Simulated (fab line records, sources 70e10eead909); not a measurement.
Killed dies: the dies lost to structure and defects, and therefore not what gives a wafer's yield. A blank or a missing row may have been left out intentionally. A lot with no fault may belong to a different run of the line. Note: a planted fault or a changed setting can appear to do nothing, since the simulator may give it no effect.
Matching of chambers -- flow nandHarc -- NHARC_A_CHANNEL_FILL_D2_ALD_02 on aldHk-02 has 4 sister chambers
The step deposits SiO2, target thk 6 nm, pulse time 10 s, ald cycles 60. 22 wafers are shown with their chamber, then 11 later ones without.

## EACH WAFER AND ITS CHAMBER
wafer,chamber,heaterPowerOuterW (W),heaterPowerW (W),precursorPulseHeightRel
L074.3,3,299,533,0.989
L074.4,0,282,500,0.986
L074.6,0,287,508,0.999
L075.2,1,260,514,0.981
L075.4,0,297,500,0.992
L075.5,2,228,411,0.986
L076.1,1,275,485,1.022
L076.4,0,281,502,0.977
L076.5,2,230,402,1.002
L078.1,1,271,505,1.010
L078.3,2,225,416,1.010
L078.4,0,286,518,1.004
L077.3,0,292,513,1.000
L077.5,3,300,542,1.030
L077.6,0,292,505,0.967
L079.1,2,233,401,0.992
L079.5,2,230,404,0.994
L079.6,1,279,500,1.016
L083.2,2,221,401,1.023
L083.5,0,304,539,0.981
L083.6,3,295,519,0.952
L085.1,0,300,543,1.010

SIGNATURES (averages over the wafers above)
reading,chamber 0,chamber 1,chamber 2,chamber 3,scatter within a chamber
heaterPowerOuterW,291.22,271.25,227.83,298.00,6.73
heaterPowerW,514.22,501.00,405.83,531.33,13
precursorPulseHeightRel,0.99067,1.00725,1.00117,0.99033,0.019
Rule: for each reading, subtract the chamber's mean from the wafer's reading, divide by that reading's scatter and square the result; add these up over the readings and take the root, which gives the wafer's distance from the chamber. The wafer belongs to the nearest chamber; if the next one is less than 2 further off, it can't be placed. How the scatter is found: for the shown wafers, subtract from each reading the mean of its chamber, square and add these, divide the total by (wafers less chambers), then take the root.

## WAFERS MISSING THEIR CHAMBER
wafer,heaterPowerOuterW (W),heaterPowerW (W),precursorPulseHeightRel
L085.3,261,480,1.013
L085.4,226,413,1.017
L088.1,226,413,0.993
L088.2,297,525,1.000
L088.4,262,483,1.030
L092.1,300,549,1.008
L092.4,300,526,1.013
L092.5,298,526,0.968
L096.4,300,539,0.994
L096.5,307,515,1.050
L096.6,306,536,1.039

## WHICH CHAMBER EACH ONE RAN IN
wafer,from the rows above,in truth
L085.3,1,1
L085.4,2,2
L088.1,2,2
L088.2,can't be placed: 3 or 0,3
L088.4,1,1
L092.1,can't be placed: 3 or 0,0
L092.4,can't be placed: 3 or 0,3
L092.5,can't be placed: 3 or 0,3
L096.4,can't be placed: 3 or 0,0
L096.5,can't be placed: 3 or 0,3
L096.6,can't be placed: 3 or 0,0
Correct placement for 4 of the 11. From these rows, 7 cannot be placed; in 7 the true chamber is one of the candidates. Number placed wrongly: 0.
